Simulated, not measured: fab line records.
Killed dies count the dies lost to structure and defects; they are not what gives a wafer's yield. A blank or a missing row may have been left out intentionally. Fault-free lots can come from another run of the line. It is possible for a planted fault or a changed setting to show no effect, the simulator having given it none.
fab line records -- flow n5-finfet
[record] lots = 11, wafers = 32, last-day = 16
route steps=1938 shown BEOL_M9@1447 TV_OPEN@1890 PASSIVATION@1928
lots untouched by any fault: they come from a run of this same line in which no faults occurred
start-h: hours from the record's first day to the start of the lot's first wafer shown -- wait-h: hours since the lot's step before -- " unchanged from the row above -- L1.1+2: a single row standing in for several wafers -- - value missing, or start not given -- * or withheld: withheld -- < > ~ a bound
route shown NAME@n: a module of which the file shows steps, and the number in the route of the first -- usual: average and standard deviation across the fault-free wafers -- same: alike in all rows -- chamber/n: place in a boat -- sites: readings site by site -- _std_site: how widely they spread, as a standard deviation -- _edge_site: mean of outer sites minus mean of inner sites -- radius-mm: for every site, how far away it sits from the centre of the wafer -- mask NAME#n: copy n -- behind: the most recent tool/chamber to have shaped the wafer -- hold: what put the lot on hold/how long, in hours/how the hold closed -- device: whichever transistor did not switch (one of n, p or np) -- end of line: the tests these same wafers got at the end of their route -- a step with no rows: only its recipe -- killed: the dies lost at the first sort to structure and to defects; this is not the yield of the wafer -- map: a wafer's dies, x killed, . not, _ none there
set.NAME: the setting that was run; set.NAME@STEP: the one run at that earlier step -- model.NAME: the simulator's own value behind a step, which no gauge read
one table for each step of the route and one row for each wafer, over a sample of lots
services: from which hour (start-h, from the record's first day; less than 0 if before it) a tool's chamber was out of use, for how many hours, and why
[[steps]]
[step N5_BEOL_M9_ETCH_41]
[recipe] chemistry = CH3F/O2, target = SiCN, target-depth-a = 366, taper-deg = 2, time-s = 70.1, ion-energy-ev = 120, mask-material = TiN, pressure-mtorr = 30, source-w = 395, bias-w = 75, Ar_flow_sccm = 150, CH3F_flow_sccm = 30, O2_flow_sccm = 20
[usual] drypump-motor-current-A = 5.7/0.3, oes-product-au = 0.74/0.068, rf-fwd-power-W = 392.1/1.4, rf-vpp-V = 297.1/1.4, showerhead-plenum-p-Torr = 1.99/0.067, throttle-valve-pct = 16.42/0.18
[same] time-s = 70.1
lot.wafer,tool,chamber,start-h,wait-h,drypump-motor-current-A,oes-product-au,rf-fwd-power-W,rf-hours-counter-h,rf-vpp-V,showerhead-plenum-p-Torr,throttle-valve-pct
L808.2,rie-diel-06,0,220.28,-,5.8,0.72,392.1,163,297.1,2.00,16.58
L808.5,rie-diel-06,1,220.28,-,5.9,0.72,394.1,-,298.5,2.07,16.44
L808.6,rie-diel-06,0,220.28,-,5.8,0.72,389.4,-,296.1,2.00,16.58
L811.1,rie-diel-03,0,235.24,-,5.4,0.70,393.5,216,297.4,1.97,16.47
L811.2,rie-diel-03,3,235.24,-,5.2,0.73,393.7,196,296.4,2.00,16.49
L811.4,rie-diel-03,0,235.24,-,5.4,0.70,394.4,-,297.0,1.97,16.48
L814.2,rie-diel-03,0,252.44,-,5.4,0.70,392.1,223,295.7,1.97,16.48
L814.3,rie-diel-03,3,252.44,-,5.2,0.73,391.8,204,296.9,2.00,16.50
L814.6,rie-diel-03,1,252.44,-,6.2,0.71,393.0,-,294.8,1.90,16.55
L813.1,rie-diel-03,0,257.32,-,5.4,0.70,393.3,225,297.3,1.97,16.47
L813.3,rie-diel-03,2,257.32,-,5.6,0.89,391.2,19,301.2,2.13,16.18
L813.6,rie-diel-03,3,257.32,-,5.3,0.73,392.4,-,295.6,2.00,16.52
L816.1,rie-diel-06,3,267.04,-,5.7,0.85,391.3,63,297.6,2.03,16.51
L816.2,rie-diel-06,0,267.04,-,5.8,0.71,390.6,178,296.9,1.99,16.60
L816.4,rie-diel-06,2,267.04,-,5.5,0.67,391.4,234,297.1,1.96,16.27
L817.1,rie-diel-05,3,282.96,-,6.2,0.85,394.7,47,299.0,2.12,16.38
L817.4,rie-diel-05,2,282.96,-,5.6,0.84,394.2,74,297.6,2.02,16.18
L817.5,rie-diel-05,2,282.96,-,5.6,0.85,391.5,-,298.8,2.02,16.18
L819.4,rie-diel-05,3,283.82,-,6.1,0.83,391.0,47,299.5,2.12,16.41
L819.5,rie-diel-05,0,283.82,-,5.8,0.74,390.2,-,295.8,1.91,16.60
L819.6,rie-diel-05,3,283.82,-,6.1,0.84,392.0,-,299.3,2.12,16.40
L823.1,rie-diel-05,1,315.23,-,5.8,0.71,389.5,205,299.5,1.97,16.06
L823.4,rie-diel-05,2,315.23,-,5.6,0.84,393.6,-,297.2,2.02,16.20
L823.5,rie-diel-05,1,315.23,-,5.8,0.71,390.2,-,296.9,1.97,16.06
L824.1,rie-diel-03,0,317.49,-,5.4,0.68,394.7,244,296.5,1.96,16.52
L824.2,rie-diel-03,3,317.49,-,5.2,0.71,393.2,225,296.8,1.99,16.53
L825.1,rie-diel-05,1,318.33,-,5.7,0.71,391.8,207,296.6,1.97,16.07
L825.3,rie-diel-05,0,318.33,-,5.8,0.73,391.9,-,294.3,1.90,16.62
L825.4,rie-diel-05,1,318.33,-,5.7,0.71,389.3,-,298.7,1.97,16.08
L826.4,rie-diel-03,2,330.13,-,5.6,0.85,392.4,42,299.2,2.13,16.21
L826.5,rie-diel-03,3,330.13,-,5.2,0.71,391.1,-,296.5,1.99,16.56
L826.6,rie-diel-03,0,330.13,-,5.4,0.68,393.3,-,296.1,1.96,16.52
[step N5_PASSIVATION_ETCH_15]
[recipe] chemistry = CF4/N2, target = SiCN, target-depth-a = 750, taper-deg = 2, time-s = 81.2, ion-energy-ev = 150, mask-material = SiNx, pressure-mtorr = 40, source-w = 430, bias-w = 70, Ar_flow_sccm = 100, cf4-flow-sccm = 60, n2-flow-sccm = 60
[usual] drypump-motor-current-A = 5.72/0.28, oes-product-au = 0.76/0.078, rf-fwd-power-W = 428.0/1.4, rf-vpp-V = 382.4/2.1, showerhead-plenum-p-Torr = 2.21/0.075, throttle-valve-pct = 15.53/0.21
[same] time-s = 81.2
lot.wafer,tool,chamber,start-h,wait-h,drypump-motor-current-A,oes-product-au,rf-fwd-power-W,rf-hours-counter-h,rf-vpp-V,showerhead-plenum-p-Torr,throttle-valve-pct
L808.2,rie-diel-06,2,-,-,5.52,0.67,428.4,236,381.5,2.17,15.44
L808.5,rie-diel-06,3,-,-,5.80,0.85,426.1,-,383.0,2.23,15.58
L808.6,rie-diel-06,1,-,-,5.89,0.71,428.2,-,384.2,2.28,15.64
L811.1,rie-diel-05,0,-,-,5.82,0.76,426.5,181,381.5,2.12,15.81
L811.2,rie-diel-05,2,-,-,5.56,0.86,430.1,76,383.7,2.23,15.30
L811.4,rie-diel-05,1,-,-,5.70,0.71,428.5,197,382.0,2.18,15.23
L814.2,rie-diel-06,3,-,-,5.76,0.85,428.4,75,382.3,2.23,15.60
L814.3,rie-diel-06,0,-,-,5.84,0.71,429.1,187,382.1,2.20,15.73
L814.6,rie-diel-06,1,-,-,5.94,0.70,427.3,-,383.4,2.28,15.65
L813.1,rie-diel-03,0,-,-,5.39,0.69,431.0,240,381.3,2.18,15.68
L813.3,rie-diel-03,2,-,-,5.49,0.86,426.3,34,386.0,2.34,15.33
L813.6,rie-diel-03,3,-,-,5.26,0.72,428.2,-,381.5,2.19,15.64
L816.1,rie-diel-03,1,-,-,6.22,0.69,429.5,236,377.9,2.10,15.75
L816.2,rie-diel-03,3,-,-,5.27,0.72,429.2,224,381.4,2.19,15.62
L816.4,rie-diel-03,2,-,-,5.52,0.86,428.2,37,386.5,2.34,15.31
L817.1,rie-diel-03,1,-,-,6.21,0.69,427.7,241,378.9,2.09,15.76
L817.4,rie-diel-03,0,-,-,5.38,0.68,428.3,-,381.3,2.18,15.71
L817.5,rie-diel-03,1,-,-,6.23,0.69,428.5,-,377.3,2.09,15.76
L819.4,rie-diel-05,1,-,-,5.75,0.69,425.5,212,381.2,2.17,15.27
L819.5,rie-diel-05,0,-,-,5.82,0.74,427.7,-,379.6,2.11,15.84
L819.6,rie-diel-05,1,-,-,5.72,0.69,427.7,-,381.6,2.17,15.26
L823.1,rie-diel-06,3,-,-,5.83,0.83,426.6,94,383.5,2.22,15.63
L823.4,rie-diel-06,2,-,-,5.52,0.94,425.0,9,382.0,2.17,14.97
L823.5,rie-diel-06,2,-,-,5.51,0.94,427.5,-,381.4,2.17,14.96
L824.1,rie-diel-06,1,-,-,5.89,0.68,428.4,232,382.9,2.27,15.70
L824.2,rie-diel-06,2,-,-,5.53,0.93,427.1,12,380.7,2.16,14.96
L825.1,rie-diel-05,2,-,-,5.56,0.83,427.4,100,383.0,2.22,15.36
L825.3,rie-diel-05,1,-,-,5.73,0.69,428.4,224,382.6,2.17,15.29
L825.4,rie-diel-05,3,-,-,6.17,0.81,430.1,71,385.6,2.32,15.57
L826.4,rie-diel-03,3,-,-,5.24,0.70,427.1,-,380.4,2.18,15.69
L826.5,rie-diel-03,0,-,-,5.36,0.95,431.2,-,381.5,2.17,15.18
L826.6,rie-diel-03,2,-,-,5.55,0.83,426.5,-,387.0,2.33,15.36
[step N5_PASSIVATION_DESCUM_46]
[recipe] chemistry = O2, time-s = 7.9, source-power-w = 50, bias-power-w = 20, pressure-mtorr = 20, rf-frequency-hz = 2.712e+07, temp-c = 40, o2-flow-sccm = 225
[usual] drypump-motor-current-A = 5.8/0.43, oes-product-au = 0.84/0.071, rf-fwd-power-W = 49.45/0.21, rf-vpp-V = 243.3/1.2, showerhead-plenum-p-Torr = 2.10/0.064, temp-c = 40.00/0.12, throttle-valve-pct = 20.48/0.29
[same] time-s = 7.9
lot.wafer,tool,chamber,start-h,wait-h,drypump-motor-current-A,oes-product-au,rf-fwd-power-W,rf-hours-counter-h,rf-vpp-V,showerhead-plenum-p-Torr,temp-c,throttle-valve-pct
L808.2,rie-diel-04,0,278.74,0.0,5.9,0.86,49.66,58,244.8,2.12,39.98,19.95
L808.5,rie-diel-04,3,278.74,0.0,5.2,0.93,49.66,-,240.6,2.04,39.84,20.54
L808.6,rie-diel-04,0,278.74,0.0,5.9,0.85,49.54,-,244.3,2.12,40.02,19.96
L811.1,rie-diel-04,0,293.86,0.4,5.9,0.84,49.58,65,243.9,2.12,40.18,19.97
L811.2,rie-diel-04,2,293.86,0.4,5.4,0.93,49.54,19,244.1,2.16,40.16,20.55
L811.4,rie-diel-04,3,293.86,0.4,5.2,0.91,49.56,17,243.2,2.04,40.13,20.55
L814.2,rie-diel-01,2,306.65,0.1,6.4,0.87,49.25,52,244.2,2.11,40.11,20.12
L814.3,rie-diel-01,3,306.65,0.1,5.6,0.76,49.71,171,241.2,2.10,40.13,20.91
L814.6,rie-diel-01,2,306.65,0.1,6.4,0.87,49.43,-,244.9,2.11,39.99,20.13
L813.1,rie-diel-02,2,307.55,0.2,6.0,0.77,49.59,135,243.1,2.11,39.95,20.25
L813.3,rie-diel-02,3,307.55,0.2,5.6,0.95,49.54,8,243.7,2.13,40.12,20.05
L813.6,rie-diel-02,0,307.55,0.2,5.9,0.72,48.85,-,241.9,2.08,39.85,20.75
L816.1,rie-diel-04,0,319.97,0.3,5.9,0.84,49.16,74,244.7,2.12,39.93,19.97
L816.2,rie-diel-04,1,319.97,0.3,6.6,0.77,49.63,116,241.2,2.02,39.93,20.44
L816.4,rie-diel-04,2,319.97,0.3,5.4,0.91,49.41,27,242.7,2.15,40.12,20.55
L817.1,rie-diel-04,0,337.07,0.0,5.9,0.83,49.44,79,244.1,2.11,40.06,19.98
L817.4,rie-diel-04,2,337.07,0.0,5.4,0.91,49.08,34,245.1,2.15,39.93,20.57
L817.5,rie-diel-04,3,337.07,0.0,5.2,0.88,49.51,-,242.0,2.03,39.71,20.58
L819.4,rie-diel-04,1,338.01,0.3,6.6,0.77,49.45,121,241.4,2.01,40.08,20.45
L819.5,rie-diel-04,3,338.01,0.3,5.2,0.89,49.34,-,242.0,2.03,39.94,20.58
L819.6,rie-diel-04,0,338.01,0.3,5.9,0.83,49.51,-,242.8,2.11,39.91,19.98
L823.1,rie-diel-04,2,364.95,0.0,5.4,0.88,49.39,43,243.5,2.15,40.07,20.59
L823.4,rie-diel-04,0,364.95,0.0,5.9,0.81,49.27,91,243.4,2.11,39.79,20.00
L823.5,rie-diel-04,3,364.95,0.0,5.2,0.87,49.49,-,242.2,2.03,39.95,20.60
L824.1,rie-diel-01,1,375.20,0.0,5.8,0.84,49.50,88,244.6,2.12,40.00,20.48
L824.2,rie-diel-01,2,375.20,0.0,6.5,0.83,49.05,75,244.7,2.11,40.13,20.17
L825.1,rie-diel-01,0,375.79,0.1,5.9,0.93,49.42,22,244.2,2.25,39.83,20.67
L825.3,rie-diel-01,3,375.79,0.1,5.6,0.74,49.63,195,242.9,2.09,40.05,20.94
L825.4,rie-diel-01,2,375.79,0.1,6.4,0.83,49.11,75,245.8,2.10,39.95,20.15
L826.4,rie-diel-04,0,379.48,0.0,5.9,0.82,49.23,95,243.1,2.11,39.87,20.00
L826.5,rie-diel-04,0,379.48,0.0,5.9,0.82,49.32,-,243.5,2.11,39.72,20.02
L826.6,rie-diel-04,1,379.48,0.0,6.5,0.76,49.63,-,243.2,2.01,40.10,20.47
[step N5_PASSIVATION_PROBE_49]
[usual] defect-limited-yield = 91.1/1.4, killed_at_M0_to_M3 = 33/9.1, killed_at_M4_up = 14/5.6, killed-at-contacts = 13/5.7, killed-at-front-end = 42/12, killed-at-other = 4/3, killed-dies = 105/16, killed-on-rim = 13/4, killed-open = 69/11, killed-short = 34/7.5, sort_bin_4_leakage = 0.00/0.0072, sort_bin_5_function = 5.2/0.91, sort_bin_6_memory = 3.3/0.64, sort_bin_8_speed = 0.0/0.37, sort-n-pass = 1075/16, sort-yield-pct = 91.1/1.4
[same] gross-dies = 1180, killed-at-back-side = 0
lot.wafer,tool,chamber,start-h,wait-h,defect-limited-yield[%],killed_at_M0_to_M3,killed_at_M4_up,killed-at-contacts,killed-at-front-end,killed-at-other,killed-dies,killed-on-rim,killed-open,killed-short,sort_bin_4_leakage[%],sort_bin_5_function[%],sort_bin_6_memory[%],sort_bin_8_speed[%],sort-n-pass,sort-yield-pct[%]
L808.2,prober-02,-,281.85,0.1,90.8,31,15,31,26,5,108,11,73,33,0,5.6,3.5,0,1072,90.8
L808.5,prober-02,-,282.00,0.2,92.6,26,21,11,24,5,87,15,59,23,0,4.3,3.0,0,1093,92.6
L808.6,prober-02,-,282.05,0.3,92.0,25,24,11,29,5,94,17,64,30,0,4.8,2.9,0,1086,92.0
L811.1,prober-01,-,296.94,0.0,90.0,31,14,31,33,9,118,13,75,43,0,5.8,3.9,0,1062,90.0
L811.2,prober-01,-,296.99,0.1,91.4,34,19,13,31,4,101,12,66,34,0,4.9,3.4,0,1079,91.4
L811.4,prober-01,-,297.09,0.2,90.5,53,12,9,31,7,112,16,69,42,0,5.0,4.2,0,1068,90.5
L814.2,prober-02,-,309.78,0.1,92.3,36,10,15,28,2,91,13,65,26,0,4.6,3.1,0,1089,92.3
L814.3,prober-02,-,309.83,0.1,89.5,41,13,16,53,1,124,8,72,51,0,5.8,4.0,0,1056,89.5
L814.6,prober-02,-,309.98,0.3,91.0,45,3,13,41,4,106,18,63,42,0,5.2,3.1,0,1074,91.0
L813.1,prober-01,-,311.01,0.2,92.3,37,12,11,30,1,91,14,64,25,0,4.4,3.1,0,1089,92.3
L813.3,prober-01,-,311.11,0.3,92.9,26,8,11,39,0,84,7,51,33,0,4.4,2.4,0,1096,92.9
L813.6,prober-01,-,311.26,0.4,89.6,32,10,8,68,5,123,15,80,43,0,6.0,4.0,0,1057,89.6
L816.1,prober-01,-,323.05,0.0,92.5,22,9,16,29,12,88,10,56,32,0,4.7,2.2,0,1092,92.5
L816.2,prober-01,-,323.10,0.1,94.0,16,12,8,32,3,71,10,40,30,0,3.4,2.3,0,1109,94.0
L816.4,prober-01,-,323.20,0.2,91.9,24,10,8,49,4,95,9,59,33,0,4.4,3.4,0,1085,91.9
L817.1,prober-01,-,340.73,0.0,90.8,24,21,9,53,2,109,11,80,28,0,4.7,4.2,0,1071,90.8
L817.4,prober-01,-,340.88,0.2,92.4,17,12,16,44,1,90,12,65,22,0,4.0,3.3,0,1090,92.4
L817.5,prober-01,-,340.93,0.2,91.0,26,12,10,54,4,106,17,72,32,0,4.9,3.8,0,1074,91.0
L823.1,prober-01,-,368.26,0.0,88.7,26,84,1,18,4,133,24,30,27,0,7.2,2.5,0,1047,88.7
L823.4,prober-01,-,368.41,0.2,80.3,33,133,10,46,11,233,11,80,23,0,11.4,4.7,0,947,80.3
L823.5,prober-01,-,368.46,0.2,85.2,20,107,13,34,1,175,21,50,25,0,9.3,3.2,0,1005,85.2
L825.1,prober-02,-,378.85,0.0,84.1,31,86,9,60,2,188,29,77,26,0,10.0,4.6,0,992,84.1
L825.3,prober-02,-,378.95,0.1,81.8,49,110,16,37,3,215,24,85,26,0,12.4,4.4,0,965,81.8
L825.4,prober-02,-,379.00,0.2,84.2,48,90,6,43,0,187,28,73,31,0,10.8,4.1,0,993,84.2
L826.4,prober-01,-,382.69,0.2,91.3,25,21,8,47,2,103,10,59,42,0,4.5,3.5,0,1077,91.3
L826.5,prober-01,-,382.74,0.2,90.9,30,16,11,50,0,107,12,62,42,0,5.8,3.1,0,1073,90.9
L826.6,prober-01,-,382.79,0.3,90.2,45,14,15,41,1,116,18,73,38,0,5.6,4.0,0,1064,90.2
// killed by level:class
L808.2 MOL_CONTACT_COAG:geometric-particle:open=23 BEOL_M3:geometric-particle:open=8 MOL_CONTACT_COAG:geometric-particle:short=7 BEOL_M2:geometric-particle:open=6 BEOL_M5:geometric-particle:open=6 GATE_CUT:geometric-particle:short=5 BEOL_M0_SAQP:geometric-particle:open=5 BEOL_M4:geometric-particle:open=4
L808.5 BEOL_M4:geometric-particle:open=11 MOL_CONTACT_COAG:geometric-particle:open=10 BEOL_M3:geometric-particle:open=10 FIN_SAQP:geometric-particle:short=5 FIN_SAQP:geometric-particle:open=4 GATE_CUT:geometric-particle:short=4 BEOL_M1:geometric-particle:open=4 BEOL_M3:geometric-particle:short=3
L808.6 BEOL_M3:geometric-particle:open=14 MOL_CONTACT_COAG:geometric-particle:open=10 FIN_SAQP:geometric-particle:short=5 GATE_CUT:geometric-particle:short=5 BEOL_M2:geometric-particle:open=5 BEOL_M4:geometric-particle:short=5 STARTING-WAFER:geometric-particle:open=5 FIN_SAQP:geometric-particle:open=4
L811.1 MOL_CONTACT_COAG:geometric-particle:open=27 BEOL_M0_SAQP:geometric-particle:short=13 BEOL_M4:geometric-particle:open=6 DUMMY_GATE:geometric-particle:open=5 BEOL_M2:geometric-particle:open=5 FIN_SAQP:geometric-particle:short=4 GATE_CUT:geometric-particle:open=4 MOL_CONTACT_COAG:geometric-particle:short=4
L811.2 BEOL_M4:geometric-particle:open=10 MOL_CONTACT_COAG:geometric-particle:open=9 BEOL_M3:geometric-particle:open=8 BEOL_M0_SAQP:geometric-particle:open=7 BEOL_M0_SAQP:geometric-particle:short=6 DUMMY_GATE:geometric-particle:open=5 MOL_CONTACT_COAG:geometric-particle:short=4 BEOL_M2:geometric-particle:open=4
L811.4 BEOL_M0_SAQP:geometric-particle:short=12 BEOL_M1:geometric-particle:open=10 BEOL_M2:geometric-particle:open=8 BEOL_M3:geometric-particle:open=8 FIN_SAQP:geometric-particle:short=7 MOL_CONTACT_COAG:geometric-particle:open=7 BEOL_M0_SAQP:geometric-particle:open=7 GATE_CUT:geometric-particle:short=6
L814.2 MOL_CONTACT_COAG:geometric-particle:open=11 FIN_SAQP:geometric-particle:open=8 BEOL_M2:geometric-particle:open=7 STI_FIN_REVEAL:geometric-particle:open=6 BEOL_M1:geometric-particle:open=6 BEOL_M0_SAQP:geometric-particle:short=6 BEOL_M0_SAQP:geometric-particle:open=5 BEOL_M3:geometric-particle:open=5
L814.3 STI_FIN_REVEAL:geometric-particle:open=10 FIN_SAQP:geometric-particle:short=9 BEOL_M1:geometric-particle:open=9 MOL_CONTACT_COAG:geometric-particle:open=9 FIN_SAQP:geometric-particle:open=7 MOL_CONTACT_COAG:geometric-particle:short=7 DUMMY_GATE:geometric-particle:open=6 BEOL_M1:geometric-particle:short=6
L814.6 FIN_SAQP:geometric-particle:short=13 FIN_SAQP:geometric-particle:open=11 BEOL_M1:geometric-particle:open=11 BEOL_M0_SAQP:geometric-particle:short=10 BEOL_M3:geometric-particle:open=10 MOL_CONTACT_COAG:geometric-particle:open=9 BEOL_M0_SAQP:geometric-particle:open=4 BEOL_M2:geometric-particle:short=4
L813.1 BEOL_M0_SAQP:geometric-particle:open=13 MOL_CONTACT_COAG:geometric-particle:open=9 STI_FIN_REVEAL:geometric-particle:open=8 BEOL_M0_SAQP:geometric-particle:short=8 FIN_SAQP:geometric-particle:open=5 DUMMY_GATE:geometric-particle:open=4 BEOL_M1:geometric-particle:open=4 BEOL_M2:geometric-particle:open=4
L813.3 FIN_SAQP:geometric-particle:short=9 BEOL_M0_SAQP:geometric-particle:open=8 STI_FIN_REVEAL:geometric-particle:open=6 MOL_CONTACT_COAG:geometric-particle:open=6 FIN_SAQP:geometric-particle:open=5 MOL_CONTACT_COAG:geometric-particle:short=5 BEOL_M1:geometric-particle:open=5 STARTING-WAFER:geometric-particle:short=5
L813.6 STI_FIN_REVEAL:geometric-particle:open=26 FIN_SAQP:geometric-particle:short=10 BEOL_M0_SAQP:geometric-particle:short=10 BEOL_M0_SAQP:geometric-particle:open=10 FIN_SAQP:geometric-particle:open=8 MOL_CONTACT_COAG:geometric-particle:open=6 STI_FIN_REVEAL:geometric-particle:short=5 DUMMY_GATE:geometric-particle:open=5
L816.1 MOL_CONTACT_COAG:geometric-particle:open=14 FIN_SAQP:geometric-particle:short=9 STI_FIN_REVEAL:geometric-particle:open=9 GATE_CUT:geometric-particle:short=5 BEOL_M2:geometric-particle:open=5 BEOL_M3:geometric-particle:open=5 PASS1_DEP:geometric-particle:open=5 PASS1_DEP:geometric-particle:short=5
L816.2 FIN_SAQP:geometric-particle:short=9 MOL_CONTACT_COAG:geometric-particle:open=6 BEOL_M4:geometric-particle:open=6 GATE_CUT:geometric-particle:short=4 BEOL_M0_SAQP:geometric-particle:short=4 BEOL_M2:geometric-particle:open=4 FIN_SAQP:geometric-particle:open=3 BEOL_M0_SAQP:geometric-particle:open=3
L816.4 STI_FIN_REVEAL:geometric-particle:open=14 FIN_SAQP:geometric-particle:short=12 BEOL_M3:geometric-particle:open=8 MOL_CONTACT_COAG:geometric-particle:open=7 GATE_CUT:geometric-particle:short=5 BEOL_M2:geometric-particle:open=5 BEOL_M4:geometric-particle:open=5 FIN_SAQP:geometric-particle:open=4
L817.1 FIN_SAQP:geometric-particle:open=15 BEOL_M4:geometric-particle:open=11 BEOL_M3:geometric-particle:open=10 STI_FIN_REVEAL:geometric-particle:open=9 GATE_CUT:geometric-particle:open=7 MOL_CONTACT_COAG:geometric-particle:open=7 FIN_SAQP:geometric-particle:short=5 DUMMY_GATE:geometric-particle:open=5
L817.4 MOL_CONTACT_COAG:geometric-particle:open=13 FIN_SAQP:geometric-particle:open=12 STI_FIN_REVEAL:geometric-particle:open=12 BEOL_M3:geometric-particle:open=5 FIN_SAQP:geometric-particle:short=4 BEOL_M1:geometric-particle:open=4 BEOL_M1:geometric-particle:short=4 STI_FIN_REVEAL:geometric-particle:short=3
L817.5 STI_FIN_REVEAL:geometric-particle:open=15 FIN_SAQP:geometric-particle:short=9 MOL_CONTACT_COAG:geometric-particle:open=9 BEOL_M3:geometric-particle:open=8 FIN_SAQP:geometric-particle:open=7 STI_FIN_REVEAL:geometric-particle:short=6 BEOL_M1:geometric-particle:open=6 BEOL_M4:geometric-particle:open=5
L823.1 BEOL_M9:unspecified=76 BEOL_M0_SAQP:geometric-particle:short=7 FIN_SAQP:geometric-particle:short=6 BEOL_M3:geometric-particle:open=6 BEOL_M1:geometric-particle:open=4 FIN_SAQP:geometric-particle:open=2 ILD0:geometric-particle:open=2 GATE_CUT:geometric-particle:open=2
L823.4 BEOL_M9:unspecified=115 STI_FIN_REVEAL:geometric-particle:open=15 HKMG_FIN:area-etch=15 MOL_CONTACT_COAG:geometric-particle:open=9 BEOL_M4:geometric-particle:open=8 BEOL_M0_SAQP:geometric-particle:open=7 BEOL_M3:geometric-particle:open=6 BEOL_M1:geometric-particle:open=6
L823.5 BEOL_M9:unspecified=90 MOL_CONTACT_COAG:geometric-particle:open=10 HKMG_FIN:area-etch=10 BEOL_M4:geometric-particle:open=7 BEOL_M0_SAQP:geometric-particle:open=5 GATE_CUT:geometric-particle:short=4 STARTING-WAFER:geometric-particle:short=4 GATE_CUT:geometric-particle:open=3
L825.1 BEOL_M9:unspecified=81 BEOL_M2:geometric-particle:open=19 FIN_SAQP:geometric-particle:open=16 FIN_SAQP:geometric-particle:short=10 MOL_CONTACT_COAG:geometric-particle:open=9 DUMMY_GATE:geometric-particle:open=9 STI_FIN_REVEAL:geometric-particle:open=5 GATE_CUT:geometric-particle:open=4
L825.3 BEOL_M9:unspecified=100 BEOL_M3:geometric-particle:open=19 BEOL_M2:geometric-particle:open=18 FIN_SAQP:geometric-particle:open=15 MOL_CONTACT_COAG:geometric-particle:open=12 FIN_SAQP:geometric-particle:short=8 MOL_CONTACT_COAG:geometric-particle:short=4 BEOL_M3:geometric-particle:short=4
L825.4 BEOL_M9:unspecified=82 BEOL_M2:geometric-particle:open=21 FIN_SAQP:geometric-particle:open=10 FIN_SAQP:geometric-particle:short=8 BEOL_M3:geometric-particle:open=8 BEOL_M0_SAQP:geometric-particle:short=6 STI_FIN_REVEAL:geometric-particle:open=6 BEOL_M2:geometric-particle:short=6
L826.4 STI_FIN_REVEAL:geometric-particle:open=12 BEOL_M4:geometric-particle:open=10 FIN_SAQP:geometric-particle:short=9 MOL_CONTACT_COAG:geometric-particle:open=7 BEOL_M3:geometric-particle:open=7 FIN_SAQP:geometric-particle:open=5 ILD0:geometric-particle:short=5 GATE_CUT:geometric-particle:short=5
L826.5 FIN_SAQP:geometric-particle:short=9 STI_FIN_REVEAL:geometric-particle:open=9 MOL_CONTACT_COAG:geometric-particle:open=8 BEOL_M4:geometric-particle:short=7 STARTING-WAFER:geometric-particle:open=7 BEOL_M0_SAQP:geometric-particle:short=6 GATE_CUT:geometric-particle:short=6 BEOL_M2:geometric-particle:open=6
L826.6 MOL_CONTACT_COAG:geometric-particle:open=13 STI_FIN_REVEAL:geometric-particle:open=12 BEOL_M0_SAQP:geometric-particle:open=12 BEOL_M0_SAQP:geometric-particle:short=11 GATE_CUT:geometric-particle:short=6 BEOL_M3:geometric-particle:open=6 FIN_SAQP:geometric-particle:open=4 DUMMY_GATE:geometric-particle:open=4
[[services]]
tool,chamber,start-h,hours,kind
rie-diel-03,2,214.25,38.8,repair
rie-diel-04,2,220.67,-,clean
rie-diel-04,2,220.67,-,consumable-replace:focus-ring
rie-diel-04,2,220.67,14.0,scheduled-down
rie-diel-04,2,220.67,14.0,vent-cycle
rie-diel-02,2,231.84,21.6,repair
rie-diel-04,3,234.81,-,clean
rie-diel-04,3,234.81,-,consumable-replace:focus-ring
rie-diel-04,3,234.81,14.7,scheduled-down
rie-diel-04,2,265.77,9.3,repair
rie-diel-06,0,270.40,9.1,repair
rie-diel-05,2,270.47,12.0,repair
rie-diel-05,3,312.55,6.6,repair
rie-diel-05,2,317.23,1.2,repair
rie-diel-03,2,331.22,2.2,repair
rie-diel-03,0,341.81,-,clean
rie-diel-03,0,341.81,-,consumable-replace:focus-ring
rie-diel-03,0,341.81,16.5,scheduled-down
rie-diel-03,0,341.81,16.5,vent-cycle
rie-diel-03,1,358.73,-,clean
rie-diel-03,1,358.73,-,consumable-replace:focus-ring
rie-diel-03,1,358.73,-,consumable-replace:showerhead
rie-diel-03,1,358.73,27.6,scheduled-down
rie-diel-03,1,358.73,27.6,vent-cycle
[[key]]
[first-sign] step = N5_PASSIVATION_PROBE_49, reading = killed_at_M4_up, direction = up, sigmas = 16, usual = 14, struck = 102
[effect] step = N5_PASSIVATION_PROBE_49, reading = killed-dies, direction = up, sigmas = 5.2, usual = 105, struck = 188
[more-kills-born-at] N5_BEOL_M9_ETCH_41@rie-diel-05 = 544
met-at N5_BEOL_M9_ETCH_41
struck-lots L823,L825
[baseline-loss] step = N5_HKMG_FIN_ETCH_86, wafers = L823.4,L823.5
not-acting-at N5_PASSIVATION_ETCH_15,N5_PASSIVATION_DESCUM_46
onset-between 283.82 315.23
[fault] kind = chamber-particle-source, tool = rie-diel-05, chamber = -, onset-h = 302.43, steps = N5_BEOL_M9_ETCH_41, rate-per-visit-cm2 = 0.5911, end-h = 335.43
// baseline-loss: these wafers lose ten dies or more at that step, a loss of the line's own and not of a fault; the sort's usual values leave them out
